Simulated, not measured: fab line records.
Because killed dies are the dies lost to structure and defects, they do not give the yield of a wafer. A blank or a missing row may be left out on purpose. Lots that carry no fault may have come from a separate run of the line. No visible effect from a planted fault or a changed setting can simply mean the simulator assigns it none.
The tool behind it: which one? || flow n5-finfet || Sampling: 12 lots, 36 wafers, 3 of 1938 route steps

## WHAT THE GAUGES READ, wafer by wafer
N5_MOL_CONTACT_COAG_OVL_MEAS_09.
{"lot": "L075", "measured": "day 5 02:01", "on": "overlay-01", "CA_OVL (nm)": "-1.0 -0.1 -1.0"}
{"lot": "L077", "measured": "day 5 09:53", "on": "overlay-02", "CA_OVL (nm)": "-1.0 -1.0 -0.9"}
{"lot": "L079", "measured": "day 6 00:08", "on": "overlay-02", "CA_OVL (nm)": "-0.7 0.5 -0.3"}
{"lot": "L081", "measured": "day 6 10:56", "on": "overlay-02", "CA_OVL (nm)": "-0.3 -0.5 -0.1"}
{"lot": "L083", "measured": "day 7 02:57", "on": "overlay-01", "CA_OVL (nm)": "0.6 0.5 1.1"}
{"lot": "L085", "measured": "day 7 17:46", "on": "overlay-02", "CA_OVL (nm)": "-0.1 -0.4 0.2"}
{"lot": "L087", "measured": "day 8 02:26", "on": "overlay-02", "CA_OVL (nm)": "-0.6 0.1 -0.1"}
{"lot": "L089", "measured": "day 8 08:49", "on": "overlay-02", "CA_OVL (nm)": "1.2 0.7 0.4"}
{"lot": "L091", "measured": "day 8 22:46", "on": "overlay-01", "CA_OVL (nm)": "-1.1 -0.6 -0.2"}
{"lot": "L093", "measured": "day 9 14:31", "on": "overlay-01", "CA_OVL (nm)": "-0.6 -0.9 -0.8"}
{"lot": "L095", "measured": "day 10 03:59", "on": "overlay-02", "CA_OVL (nm)": "1.0 0.7 -0.3"}
{"lot": "L097", "measured": "day 10 16:07", "on": "overlay-01", "CA_OVL (nm)": "-0.4 0.2 -1.5"}

## TOOL THAT RAN EACH LOT (tool first, then ch and the chambers of the sampled wafers, then the start)
{"lot": "L075", "N5_GATE_CUT_VAPOR_ETCH_48": "rie-metal-01 ch 0, day 4 21:43", "N5_GATE_CUT_CMP_61": "cmp-01 ch 0,1,2, day 5 01:23"}
{"lot": "L077", "N5_GATE_CUT_VAPOR_ETCH_48": "rie-metal-03 ch 0,1, day 5 06:38", "N5_GATE_CUT_CMP_61": "cmp-01 ch 0,2, day 5 09:12"}
{"lot": "L079", "N5_GATE_CUT_VAPOR_ETCH_48": "rie-metal-01 ch 0,1, day 5 20:43", "N5_GATE_CUT_CMP_61": "cmp-01 ch 0,2, day 5 23:28"}
{"lot": "L081", "N5_GATE_CUT_VAPOR_ETCH_48": "rie-metal-01 ch 0,1, day 6 07:39", "N5_GATE_CUT_CMP_61": "cmp-01 ch 0,3, day 6 10:14"}
{"lot": "L083", "N5_GATE_CUT_VAPOR_ETCH_48": "rie-metal-01 ch 1, day 6 23:46", "N5_GATE_CUT_CMP_61": "cmp-03 ch 0,1, day 7 02:22"}
{"lot": "L085", "N5_GATE_CUT_VAPOR_ETCH_48": "rie-metal-03 ch 1, day 7 14:31", "N5_GATE_CUT_CMP_61": "cmp-01 ch 1,2, day 7 17:04"}
{"lot": "L087", "N5_GATE_CUT_VAPOR_ETCH_48": "rie-metal-02 ch 0,1, day 7 23:14", "N5_GATE_CUT_CMP_61": "cmp-03 ch 1,2,3, day 8 01:54"}
{"lot": "L089", "N5_GATE_CUT_VAPOR_ETCH_48": "rie-metal-02 ch 1, day 8 05:34", "N5_GATE_CUT_CMP_61": "cmp-01 ch 0,2,3, day 8 08:11"}
{"lot": "L091", "N5_GATE_CUT_VAPOR_ETCH_48": "rie-metal-01 ch 1, day 8 19:26", "N5_GATE_CUT_CMP_61": "cmp-02 ch 0,2,3, day 8 22:08"}
{"lot": "L093", "N5_GATE_CUT_VAPOR_ETCH_48": "rie-metal-02 ch 0, day 9 11:16", "N5_GATE_CUT_CMP_61": "cmp-03 ch 0,1, day 9 13:50"}
{"lot": "L095", "N5_GATE_CUT_VAPOR_ETCH_48": "rie-metal-03 ch 0,1, day 10 00:42", "N5_GATE_CUT_CMP_61": "cmp-03 ch 0,1,2, day 10 03:17"}
{"lot": "L097", "N5_GATE_CUT_VAPOR_ETCH_48": "rie-metal-01 ch 0,1, day 10 12:52", "N5_GATE_CUT_CMP_61": "cmp-03 ch 0,2,3, day 10 15:26"}
- N5_GATE_CUT_VAPOR_ETCH_48: etches TiN in BCl3/Cl2.
- N5_GATE_CUT_CMP_61: polishes, stops on SiNx, t overpolish 3 s.

## THE ANSWER, worked out from the rows above alone
Rule: the usual values come from the lots themselves. The widest of any qualifying gaps counts: lots, ordered by their means at a reading, are off when they make up no more than a third of the lots, leave a main group of 4 or more, and stand apart from it by 3 or more times the standard deviation of that group's means. If all means in a main group match to the digits the tables above print for the reading, that group is not used. A lot without any number at a reading at which 4 lots or more have one is off too. All remaining lots with rows at the step are treated as sound.
No lot is off at any reading shown: from this, nothing can be told.

## WHAT WAS PUT IN BY THE SIMULATOR
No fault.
